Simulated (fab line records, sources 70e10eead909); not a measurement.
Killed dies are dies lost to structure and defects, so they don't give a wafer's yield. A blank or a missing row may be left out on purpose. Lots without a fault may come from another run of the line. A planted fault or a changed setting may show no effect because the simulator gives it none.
Which tool did it? | flow nand_harc | 6 lots, 18 wafers sampled, at 2 steps of a route of 1302

WHAT THE GAUGES READ, wafer by wafer
NHARC_A_M1_OVL_MEAS_10: pitch 240 nm.
lot  | measured     | on         | overlay_x_nm (nm)
L848 | day 23 15:54 | overlay-02 | 1.1 1.3 1.4
L849 | day 24 05:56 | overlay-01 | 0.3 0.2 -0.3
L851 | day 24 14:02 | overlay-01 | 0.2 0.0 -0.2
L854 | day 26 11:43 | overlay-01 | 1.6 1.8 1.9
L864 | day 29 07:54 | overlay-01 | -0.5 -0.1 -1.0
L869 | day 32 01:52 | overlay-02 | 0.3 0.3 0.6

WHICH TOOL RAN EACH LOT (tool, then ch and the chambers of the sampled wafers, then the start)
lot  | NHARC_A_M0_DEP_32
L848 | pecvd-03 ch 1,2, day 23 14:42
L849 | pecvd-04 ch 1,2, day 24 04:47
L851 | pecvd-04 ch 0,1, day 24 12:49
L854 | pecvd-03 ch 0,1, day 26 10:23
L864 | pecvd-04 ch 0,1,2, day 29 06:44
L869 | pecvd-04 ch 0,1,2, day 32 00:45
- NHARC_A_M0_DEP_32: deposits SiCN, target thk 30 nm.

THE ANSWER, worked out from the rows above alone
Rule: what is usual is taken from the lots themselves. Put in order of their means at a reading, lots are off if they are a third of the lots or fewer, leave a main group of 4 or more, and stand apart from it by a gap of 3 or more times the standard deviation of the main group's means; of several such gaps the widest counts. A main group whose means are all the same, to the digits that the tables above print for the reading, isn't used. A lot without any number at a reading at which 4 lots or more have one is off too. The other lots that the step has rows for count as sound.
No lot is off at any reading shown: from this, nothing can be told.

WHAT THE SIMULATOR HAD PUT IN
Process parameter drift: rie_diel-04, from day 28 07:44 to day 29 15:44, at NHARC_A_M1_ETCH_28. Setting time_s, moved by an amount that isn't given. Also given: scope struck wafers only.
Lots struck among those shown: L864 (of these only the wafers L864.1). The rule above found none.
